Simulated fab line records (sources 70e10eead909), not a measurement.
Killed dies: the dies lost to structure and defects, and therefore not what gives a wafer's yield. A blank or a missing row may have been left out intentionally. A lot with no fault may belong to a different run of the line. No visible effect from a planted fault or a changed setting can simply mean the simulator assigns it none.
Chamber matching    flow nand-harc    NHARC_P_GATE_DESCUM_61 on rie-diel-06 has 4 sister chambers
The step chemistry O2, time 3 s. 14 wafers are shown with their chamber, then 7 later ones without.

== WAFERS, EACH WITH ITS CHAMBER ==
wafer   chamber  showerhead-plenum-p-Torr (Torr)  oes-product-au (a.u.)  throttle-valve-pct (%)
L074.1  0        1.93                             0.998                  11.313
L074.2  3        2.07                             0.990                  11.300
L074.3  1        1.93                             1.004                  11.302
L083.1  3        2.06                             0.989                  11.301
L083.2  1        1.93                             0.987                  11.308
L083.6  3        2.06                             1.001                  11.316
L084.2  3        2.06                             0.991                  11.326
L084.3  1        1.93                             0.997                  11.324
L084.6  0        1.93                             0.994                  11.304
L086.1  2        1.79                             0.984                  11.308
L086.2  3        2.06                             0.990                  11.302
L086.5  2        1.79                             0.996                  11.304
L089.1  1        1.93                             0.991                  11.292
L089.2  0        1.93                             0.991                  11.293

SIGNATURES (averages over the wafers above)
reading                   chamber 0  chamber 1  chamber 2  chamber 3  scatter within a chamber
showerhead-plenum-p-Torr  1.9300     1.9300     1.7900     2.0620     0.00283
oes-product-au            0.99433    0.99475    0.99000    0.99220    0.006
throttle-valve-pct        11.30333   11.30650   11.30600   11.30900   0.0113
Rule: a wafer lies at a distance from a chamber equal to the root of the sum of squares, over the readings, of (its reading less the chamber's mean, divided by the reading's scatter). The wafer belongs to the nearest chamber; if the next one is less than 2 further off, it can't be placed. The scatter is the square root of a quotient: the sum, over the shown wafers, of each reading's squared deviation from its chamber's mean, divided by wafers minus chambers.

== WAFERS WITHOUT THEIR CHAMBER ==
wafer   showerhead-plenum-p-Torr (Torr)  oes-product-au (a.u.)  throttle-valve-pct (%)
L089.6  1.93                             0.992                  11.323
L091.2  1.79                             0.994                  11.308
L091.3  1.93                             1.000                  11.323
L091.4  2.06                             0.995                  11.321
L096.1  1.93                             0.989                  11.317
L096.2  1.93                             0.992                  11.311
L096.5  1.79                             0.986                  11.301

== WHICH CHAMBER EACH WENT THROUGH ==
wafer   from the rows above      in truth
L089.6  can't be placed: 1 or 0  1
L091.2  2                        2
L091.3  can't be placed: 1 or 0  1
L091.4  3                        3
L096.1  can't be placed: 1 or 0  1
L096.2  can't be placed: 1 or 0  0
L096.5  2                        2
Correct placement for 3 of the 7. Can't be placed from these rows: 4 (the true chamber is among the candidates in 4). Placed wrongly: 0.
